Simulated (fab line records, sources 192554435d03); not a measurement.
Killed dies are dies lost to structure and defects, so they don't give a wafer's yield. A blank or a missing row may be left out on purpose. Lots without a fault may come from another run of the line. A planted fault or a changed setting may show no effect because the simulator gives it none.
Problem report in the 8D (eight disciplines) form, filled by code | flow n5_finfet | the parts of the form that need people (team, actions taken, sign-off) are left out

1. THE PROBLEM
rf_fwd_power_W at N5_GATE_CUT_ETCH_56 reads a mean of 737.6 W on 2 wafers of 1 lot; wafers without a fault read 596.0 W with a standard deviation of 1.8. That is +79 standard deviations from the usual mean.
The step: etches TiN in Cl2/Ar, target depth 21.6 nm.
First seen on wafer L742.4, day 6 11:57, on rie_metal-03. The record holds 15 wafers of 5 lots with a number at this step. Rule for "out", or "out of limits": more than 4 standard deviations from the usual mean. The other wafers with a number count as sound.

2. WHAT IT IS AND WHAT IT IS NOT
question                    | is               | is not
which readings at this step | rf_fwd_power_W   | drypump_motor_current_A, oes_product_au, throttle_valve_pct
which lots                  | L742             | L752, L753, L754, L755
which wafers of those lots  | L742.4, L742.5   | L742.3
read on which tools         | rie_metal-03     | rie_metal-01, rie_metal-02
when                        | from day 6 11:57 | up to then (1 sound wafer); but 12 sound wafers of L752, L753, L754, L755 came after

3. SUSPECTS, AND WHAT RULES EACH OUT
Counting: a tool at a process step up to the reading stays a suspect if it ran every lot that is out. Sound lots after the first of them don't rule it out here, since some wafers of a struck lot are sound.
- plasma_asher-01 at N5_HKMG_FIN_STRIP_69 (strips in N2/H2, time 360 s): kept. It ran the lot that is out, L742 (day 6 10:16).
- ald_metal-04 at N5_HKMG_FIN_ALD_21 (deposits TiN, target thk 1.5 nm, pulse time 1 s, purge time 3 s): kept. It ran the lot that is out, L742 (day 6 10:32).
- cvd_w-02 at N5_HKMG_FIN_W_FILL_22 (material W, target thk 60 nm, time 18.2 s): kept. It ran the lot that is out, L742 (day 6 10:58).
- cmp-01 at N5_HKMG_FIN_CMP_94 (polishes, stops on SiNx, t overpolish 4.7 s, target thk 43.299 nm): kept. It ran the lot that is out, L742 (day 6 11:32).
- rie_metal-03 at N5_GATE_CUT_ETCH_56 (etches TiN in Cl2/Ar, target depth 21.6 nm): kept. It ran the lot that is out, L742 (day 6 11:57). Its own readings are out on those wafers: rf_fwd_power_W.
- Within cmp-01 at N5_HKMG_FIN_CMP_94: the wafers that are out ran in chambers 2, 3; their sound lot-mates ran in chamber 1.
- Within rie_metal-03 at N5_GATE_CUT_ETCH_56: the wafers that are out ran in chamber 0; their sound lot-mates ran in chamber 1.
Left after counting: plasma_asher-01 at N5_HKMG_FIN_STRIP_69, ald_metal-04 at N5_HKMG_FIN_ALD_21, cvd_w-02 at N5_HKMG_FIN_W_FILL_22, cmp-01 at N5_HKMG_FIN_CMP_94, rie_metal-03 at N5_GATE_CUT_ETCH_56.

4. THE CAUSE (what the simulator had put in)
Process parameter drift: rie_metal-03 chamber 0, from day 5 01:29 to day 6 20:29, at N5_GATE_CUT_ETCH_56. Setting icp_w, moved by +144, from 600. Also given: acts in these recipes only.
Counting left 5 suspects, and this tool is among them.

5. THE CHAIN OF EFFECTS, in route order
Each row: a reading whose mean over the struck wafers that have a number lies more than 3 standard deviations from the usual. Only readings for which the record gives a usual standard deviation are gone through. hours: the time from each lot's start at the first step in this table that gives one to its start at this step, as a median over the lots. sigmas: the change in usual standard deviations.
hours | step                | reading        | usual   | on struck wafers | change | sigmas
0     | N5_GATE_CUT_ETCH_56 | rf_fwd_power_W | 596.0 W | 737.6            | +141.6 | +79
The process steps in it:
- N5_GATE_CUT_ETCH_56: etches TiN in Cl2/Ar, target depth 21.6 nm.

6. WHAT WOULD HAVE CAUGHT IT SOONER
In this record the first reading out of limits was taken at day 6 11:57, 34 hours after the fault began at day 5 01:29.
